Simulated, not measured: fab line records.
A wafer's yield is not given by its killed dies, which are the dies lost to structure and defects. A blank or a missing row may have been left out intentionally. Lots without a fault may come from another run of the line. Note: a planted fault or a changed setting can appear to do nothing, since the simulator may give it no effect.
Chamber matching	flow n5Finfet	N5_GATE_CUT_SAC_CAP_01 on aldSin-02: 4 sister chambers
The step material SiNx, target thk 24 nm, pulse time 1 s, ald cycles 480. 8 wafers are shown with their chamber, then 12 later ones without.

## EACH WAFER AND ITS CHAMBER
wafer	chamber	heaterPowerOuterW (W)	heaterPowerW (W)
L084.4	0	476	821
L084.5	0	485	790
L086.1	3	552	906
L086.2	1	486	871
L086.4	2	549	844
L090.1	2	551	860
L090.4	1	516	845
L090.6	3	558	932

## WAFERS WITH NO CHAMBER GIVEN
wafer	heaterPowerOuterW (W)	heaterPowerW (W)
L091.1	542	928
L091.3	524	844
L091.4	554	851
L093.1	544	914
L093.5	527	867
L093.6	516	841
L094.2	474	826
L094.3	547	852
L094.5	562	891
L095.1	480	808
L095.2	506	842
L095.4	535	848

## EACH ONE'S CHAMBER
wafer	from the rows above	in truth
L091.1	3	3
L091.3	can't be placed: 1 or 2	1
L091.4	2	2
L093.1	3	3
L093.5	can't be placed: 2 or 1 or 3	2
L093.6	can't be placed: 1 or 2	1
L094.2	can't be placed: 0 or 1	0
L094.3	2	2
L094.5	can't be placed: 3 or 2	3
L095.1	0	0
L095.2	1	1
L095.4	can't be placed: 2 or 1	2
Placed correctly: 6 of 12. Cannot be placed on the basis of these rows: 6; the candidates contain the true chamber in 6. Wrongly placed: 0.
How it was worked out, from the rows above alone: a wafer's distance from a chamber is the root of the sum, over the readings, of the square of ((its reading less the chamber's mean) divided by the reading's scatter). If the next closest chamber is less than 2 further off than the closest, the wafer can't be placed; otherwise it belongs to the closest. The mean given for a chamber averages the wafers shown for that chamber. How the scatter is found: for the shown wafers, subtract from each reading the mean of its chamber, square and add these, divide the total by (wafers less chambers), then take the root.
